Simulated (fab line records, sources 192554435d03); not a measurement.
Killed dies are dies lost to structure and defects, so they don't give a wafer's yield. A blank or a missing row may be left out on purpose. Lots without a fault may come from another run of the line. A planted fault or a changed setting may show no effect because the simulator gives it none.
Which tool did it? | flow n5_finfet | 8 lots, 24 wafers sampled, at 5 steps of a route of 1938

WHAT THE GAUGES READ, wafer by wafer
N5_BEOL_M0_CUTY_INSPECT_59: inspects for defects (macro).
lot  | measured     | on                | raw_defect_count
L815 | day 6 06:01  | defect_inspect-02 | 1 1 1
L816 | day 6 15:32  | defect_inspect-02 | 2 2 1
L821 | day 7 13:22  | defect_inspect-02 | 2 0 0
L822 | day 7 22:16  | defect_inspect-02 | 2 1 5
L824 | day 11 02:20 | defect_inspect-02 | 2 231 4
L827 | day 11 02:34 | defect_inspect-02 | 2 2 3
L831 | day 11 05:24 | defect_inspect-01 | 3 5 0
L833 | day 11 03:04 | defect_inspect-01 | 2 1 2

WHICH TOOL RAN EACH LOT (tool, then ch and the chambers of the sampled wafers, then the start)
lot  | N5_MOL_CONTACT_COAG_CMP_52    | N5_BEOL_M0_SAQP_PECVD_04        | N5_BEOL_M0_SAQP_HM_DEP_111      | N5_BEOL_M0_SAQP_STRIP_86
L815 | cmp-03 ch 0,2, day 5 17:40    | pecvd-04 ch 0,2, day 6 00:13    | pecvd-04 ch 0,1,2, day 6 00:21  | rie_diel-05 ch 1,2, day 6 01:16
L816 | cmp-03 ch 0,1,3, day 6 04:05  | pecvd-01 ch 1,2, day 6 08:43    | pecvd-03 ch 0,1, day 6 08:51    | rie_diel-01 ch 1,2,3, day 6 09:51
L821 | cmp-01 ch 0,1,2, day 7 02:40  | pecvd-01 ch 0,1,2, day 7 07:02  | pecvd-04 ch 0,1, day 7 07:11    | rie_diel-06 ch 0,2,3, day 7 07:58
L822 | cmp-02 ch 1,2,3, day 7 12:09  | pecvd-04 ch 0,2, day 7 16:21    | pecvd-03 ch 1,2, day 7 16:29    | rie_diel-05 ch 0,2,3, day 7 17:28
L824 | cmp-01 ch 0,1,2, day 8 03:56  | pecvd-04 ch 1,2, day 10 17:40   | pecvd-04 ch 0,1, day 10 17:48   | rie_diel-01 ch 0,1, day 10 19:21
L827 | cmp-03 ch 1,2, day 8 23:30    | pecvd-01 ch 0, day 10 17:49     | pecvd-01 ch 0,1, day 10 18:02   | rie_diel-05 ch 0,2, day 10 19:22
L831 | cmp-02 ch 0,1,3, day 9 19:43  | pecvd-03 ch 0,1,2, day 10 18:44 | pecvd-03 ch 0,1, day 10 18:58   | rie_diel-05 ch 0,2,3, day 10 20:19
L833 | cmp-02 ch 0,1,2, day 10 07:55 | pecvd-04 ch 0,1,2, day 10 18:01 | pecvd-03 ch 0,1,2, day 10 18:09 | rie_diel-06 ch 0,1, day 10 19:49
- N5_MOL_CONTACT_COAG_CMP_52: polishes, stops on SiO2, t overpolish 1.5 s, target thk 66.5 nm.
- N5_BEOL_M0_SAQP_PECVD_04: deposits a-Si from SiH4/He, target thk 60 nm, time 60.2 s.
- N5_BEOL_M0_SAQP_HM_DEP_111: deposits SiO2 from SiH4/N2O, target thk 12 nm, time 7.2 s.
- N5_BEOL_M0_SAQP_STRIP_86: strips in N2/H2.

THE ANSWER, worked out from the rows above alone
Rule: what is usual is taken from the lots themselves. Put in order of their means at a reading, lots are off if they are a third of the lots or fewer, leave a main group of 4 or more, and stand apart from it by a gap of 3 or more times the standard deviation of the main group's means; of several such gaps the widest counts. A main group whose means are all the same, to the digits that the tables above print for the reading, isn't used. A lot without any number at a reading at which 4 lots or more have one is off too. The other lots that the step has rows for count as sound.
Off: L824, at N5_BEOL_M0_CUTY_INSPECT_59 (raw_defect_count). The main group: mean 1.8, standard deviation 0.73.
A tool fits if, at a process step before that reading, it ran every lot that is off, and no sound lot after the first of them. The gauges at N5_BEOL_M0_CUTY_INSPECT_59 are tried like those tools. Can't be told from this: 3 tools fit, cmp-01 at N5_MOL_CONTACT_COAG_CMP_52, pecvd-04 at N5_BEOL_M0_SAQP_HM_DEP_111, rie_diel-01 at N5_BEOL_M0_SAQP_STRIP_86.

WHAT THE SIMULATOR HAD PUT IN
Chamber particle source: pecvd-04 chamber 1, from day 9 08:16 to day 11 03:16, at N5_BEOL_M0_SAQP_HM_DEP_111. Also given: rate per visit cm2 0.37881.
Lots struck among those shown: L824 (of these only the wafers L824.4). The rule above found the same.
